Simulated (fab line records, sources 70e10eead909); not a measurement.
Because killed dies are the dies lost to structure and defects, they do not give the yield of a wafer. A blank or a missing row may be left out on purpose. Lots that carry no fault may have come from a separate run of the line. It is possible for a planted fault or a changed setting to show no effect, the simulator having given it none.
Matching of chambers    flow nand-harc    pecvd-04 running NHARC_A_STAIRCASE_DEP_156: 3 sister chambers
The step deposits SiNx, target thk 50 nm. 3 wafers are shown with their chamber, then 8 later ones without.

WAFERS PAIRED WITH THEIR CHAMBERS
wafer   chamber  heater-power-w (W)
L088.3  2        559
L091.5  1        960
L093.1  0        754

WAFERS WITH NO CHAMBER GIVEN
wafer   heater-power-w (W)
L093.4  762
L093.6  510
L092.1  776
L092.2  543
L092.5  788
L096.2  541
L096.3  711
L096.4  532

CHAMBER TAKEN BY EACH
wafer   from the rows above  in truth
L093.4  0                    0
L093.6  2                    2
L092.1  0                    0
L092.2  2                    2
L092.5  0                    0
L096.2  2                    2
L096.3  0                    0
L096.4  2                    2
Correctly placed: 8 of 8. From these rows, 0 cannot be placed. Wrongly placed: 0.
How it was worked out, from the rows above alone: a wafer's distance from a chamber is the root of the sum, over the readings, of the square of ((its reading less the chamber's mean) divided by the reading's scatter). If the next closest chamber is less than 2 further off than the closest, the wafer can't be placed; otherwise it belongs to the closest. The mean given for a chamber averages the wafers shown for that chamber. The scatter (one wafer shown for each chamber): square how far every hidden wafer sits from the nearest shown wafer, average those squares and take the square root.
